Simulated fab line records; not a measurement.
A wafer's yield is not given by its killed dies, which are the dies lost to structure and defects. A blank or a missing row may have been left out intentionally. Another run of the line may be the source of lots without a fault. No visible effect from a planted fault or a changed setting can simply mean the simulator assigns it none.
Struck lot and sound lot, side by side ; flow n5_finfet ; 16 out of 1938 route steps
Sound: these wafers, L456.2, L456.3, L456.4. Struck: wafer L472.5 (left out: L472.3, L472.6 of the same lot, which were not struck); the cause appears at the end.
Each step with rows lists, per side, the tool, then ch with its chambers, then its first start. Under that, the readings that differ: sound wafers ; struck wafers ; difference of the means ; sigmas: that difference in standard deviations of wafers without a fault.
alike: a reading whose means differ by less than 2 such deviations, as well as words and numbers matching on both sides. not compared: withheld readings; readings where some wafer has no value; bounds like >300 that might hide an equal value; numbers whose values overlap and for which the record gives no deviation.
A row with sigmas, a row that says differs or no value, or rows on one side alone: a step with any of these is where the two part. Non-overlapping numbers with no deviation appear without sigmas and do not part them. A reading missing from all wafers of one side parts the sides only when that side holds two or more wafers.

first, 4 steps without rows for these wafers: N5_BEOL_M4_SOFTBAKE_23 (time 60 s); N5_BEOL_M4_EXPOSE_25 (exposes mask V3, defocus 5 nm); N5_BEOL_M4_PEB_26 (peb time 60 s); N5_BEOL_M4_DEVELOP_27 (develop time 30 s).
N5_BEOL_M4_CD_MEAS_28: target cd 26.2 nm, target cd y 24.1 nm.
  sound on cd_sem-01 ch 0, day 8 05:37; struck on cd_sem-03 ch 0, day 12 10:35
  alike: cd_nm
N5_BEOL_M4_OVL_MEAS_29:
  sound on overlay-02 ch 0, day 8 05:38; struck on overlay-01 ch 0, day 12 10:38
reading;sound;struck;difference;sigmas
V3_OVL (nm);-0.6 -1.1 -0.6;0.6;+1.4;+2
N5_BEOL_M4_INSPECT_30: inspects for defects (brightfield).
  sound: defect_inspect-01 at day 8 05:42; struck: defect_inspect-01 at day 12 10:41
  alike: raw_defect_count
N5_BEOL_M4_DESCUM_33: chemistry O2, time 7 s.
  sound on rie_diel-04 ch 0,2,3, day 8 05:44; struck on rie_diel-01 ch 2, day 12 10:50
  alike: drypump_motor_current_A, oes_product_au, rf_vpp_V, showerhead_plenum_p_Torr, throttle_valve_pct
  not compared: rf_hours_counter_h
N5_BEOL_M4_ETCH_77: etches underlayer in N2/H2, target depth 6.5 nm, time 5.2 s.
  sound on rie_diel-04 ch 0,2,3, day 8 05:46; struck on rie_diel-01 ch 2, day 12 10:53
  alike: bias_w, drypump_motor_current_A, etch_rf_on_time_s, oes_product_au, rf_vpp_V, showerhead_plenum_p_Torr, throttle_valve_pct
  not compared: rf_hours_counter_h
N5_BEOL_M4_ETCH_69: etches SiARC in CF4, target depth 15.6 nm, time 26 s.
  sound on rie_diel-04 ch 0,2,3, day 8 05:47; struck on rie_diel-01 ch 2, day 12 10:53
reading;sound;struck;difference;sigmas
etch_rf_on_time_s (s);26.1 25.5 25.7;26.5;+0.7;+2
  alike: bias_w, drypump_motor_current_A, oes_product_au, rf_vpp_V, showerhead_plenum_p_Torr, throttle_valve_pct
  not compared: rf_hours_counter_h
N5_BEOL_M4_ALD_98: deposits SiO2, target thk 2.5 nm, pulse time 1 s, co reactant pulse time 1 s.
  sound on ald_sin-03 ch 0,1,2, day 8 06:19; struck on ald_sin-04 ch 3, day 12 10:59
  alike: heater_power_outer_w, heater_power_w, precursor_pulse_height_rel, susceptor_temp_C
N5_BEOL_M4_ETCHBACK_99: etches SiO2 in CHF3, target depth 5 nm, time 10.4 s.
  sound on rie_diel-01 ch 0,2,3, day 8 14:03; struck on rie_diel-01 ch 3, day 12 11:43
  alike: CHF3_flow_sccm, bias_w, drypump_motor_current_A, oes_f_703_au, oes_product_au, rf_vpp_V, showerhead_plenum_p_Torr, throttle_valve_pct
  not compared: rf_hours_counter_h
N5_BEOL_M4_ETCH_70: etches SOC in N2/H2, target depth 80 nm, overetch 24 nm, time 130 s.
  sound on rie_diel-01 ch 0,2,3, day 8 14:05; struck on rie_diel-01 ch 3, day 12 11:45
reading;sound;struck;difference;sigmas
temp_c (C);39.98 39.82 40.17;41.45;+1.46;+13
  alike: bias_w, drypump_motor_current_A, oes_product_au, rf_vpp_V, showerhead_plenum_p_Torr, throttle_valve_pct
  not compared: rf_hours_counter_h
then, 1 step without rows for these wafers: N5_BEOL_M4_STRIP_71 (strips in N2/H2).
N5_BEOL_M4_RC_MEAS_101:
  sound on prober-01 ch 0, day 8 18:37; struck on prober-01 ch 0, day 12 16:44
  alike: DIBL_N, DIBL_P, IOFF_N, IOFF_P, ION_N, ION_P, SS_N, SS_P, VT_N, VT_P
-- the record jumps here: 5 days lie between the struck wafers' starts before and after (it left off in module BEOL_M4 and takes up again in module PASSIVATION, whose first step shown is number 1936 of the route) --
N5_PASSIVATION_PROBE_49:
  the record has rows for the struck wafers here (prober-02, day 17 08:35) and none for the sound ones

== WHERE THEY PART ==
At N5_BEOL_M4_OVL_MEAS_29 first; at N5_PASSIVATION_PROBE_49 last (within this record only).

WHY: what the simulator had put in
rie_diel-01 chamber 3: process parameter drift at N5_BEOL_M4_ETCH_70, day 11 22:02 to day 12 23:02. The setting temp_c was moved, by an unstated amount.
